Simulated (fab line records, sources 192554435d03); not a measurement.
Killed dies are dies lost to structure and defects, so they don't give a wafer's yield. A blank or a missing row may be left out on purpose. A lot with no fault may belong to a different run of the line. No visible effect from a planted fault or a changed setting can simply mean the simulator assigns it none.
Split-lot experiment    flow n5Finfet    route with 1938 steps; 7 lots, 21 wafers read

## SPLIT DETAILS
At N5_BEOL_M14_SPUTTER_43 (material TaN, target thk 15 nm, time 24.19 s), the setting timeS was moved away from the recipe's 24.19 s on 7 of the 21 wafers read, by -8.4% to +9.1%. All remaining wafers had this setting at the recipe value.

Reading taken at the split's own step.

## THE READING
TaN_of_BEOL_M14_SPUTTER_43.thkNm (the simulator's own value, which no gauge read), in nm, at N5_BEOL_M14_SPUTTER_43 (material TaN, target thk 15 nm, time 24.19 s). The file does not state a usual value for it. Here, 14 wafers ran the recipe; their average is 15.1 nm with a standard deviation of 0.16 nm.

wafer   tool, chamber at the split  timeS as run, s  against the recipe  TaN_of_BEOL_M14_SPUTTER_43.thkNm, nm  against lot-mates on the recipe
L079.3  pvdSputter-02, -            24.19            recipe              14.8                                  -
L079.4  pvdSputter-02, -            22.16            -8.4%               13.8                                  -1.1
L079.6  pvdSputter-02, -            24.19            recipe              15                                    -
L075.2  pvdSputter-03, -            22.86            -5.5%               14.2                                  -0.8
L075.6  pvdSputter-03, -            22.86            -5.5%               14.2                                  -0.8
L075.3  pvdSputter-03, -            24.19            recipe              15                                    -
L081.1  pvdSputter-03, -            24.19            recipe              15.2                                  -
L081.4  pvdSputter-03, -            24.19            recipe              15.2                                  -
L081.2  pvdSputter-03, -            24.19            recipe              15                                    -
L088.1  pvdSputter-01, -            24.19            recipe              15                                    -
L088.2  pvdSputter-01, -            24.19            recipe              15.2                                  -
L088.4  pvdSputter-01, -            24.19            recipe              15.2                                  -
L091.2  pvdSputter-03, -            24.19            recipe              15                                    -
L091.4  pvdSputter-03, -            24.19            recipe              15.4                                  -
L091.6  pvdSputter-03, -            26.39            +9.1%               16.4                                  +1.2
L095.1  pvdSputter-01, -            24.19            recipe              15                                    -
L095.4  pvdSputter-01, -            24.19            recipe              15                                    -
L095.3  pvdSputter-01, -            26.22            +8.4%               16.4                                  +1.4
L096.4  pvdSputter-03, -            24.19            recipe              14.8                                  -
L096.5  pvdSputter-03, -            25.76            +6.5%               15.8                                  +1.0
L096.6  pvdSputter-03, -            25.76            +6.5%               16                                    +1.2

FIT RESULTS
A straight line over all 21 wafers: TaN_of_BEOL_M14_SPUTTER_43.thkNm changes by +0.148 nm for each +1% of timeS; r = +0.97; the points scatter about the line by 0.15 nm.
The same after taking each lot's own level away (the mean of its wafers on the recipe; 21 wafers): +0.149 nm for each +1%; r = +0.98; scatter 0.12 nm.
The reading moves by 1.4 nm for the largest change in timeS, on that fit.
From 14.80 to 15.20 nm: that is the span of the lots' own levels, equal to 2.5 times the standard deviation above.
So the lot-to-lot level changes the slope little: the two slopes agree.
Check: +1.43 nm against its lot-mates is what the line predicts for one of the wafers moved furthest among these (+9.1%) when that wafer is left out of the fit. Against them it came out at +1.2 nm.

## OTHER SPLITS APPLIED TO THESE WAFERS
Before the reading, these wafers also passed through other splits. Each is held against what the fit with the lots' levels taken away leaves over:
other split on the same wafers    wafers away from the commonest value  r with TaN_of_BEOL_M14_SPUTTER_43.thkNm (lot level and that fit taken away)
N5_BEOL_M13_COAT_04 spinRpm       6                                     -0.06
N5_BEOL_M14_TRENCH_ETCH_34 biasW  5                                     +0.06

## FILE'S OWN FIT
TaN_of_BEOL_M14_SPUTTER_43.thkNm changes by +0.147 nm for each +1% of timeS, r = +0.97.
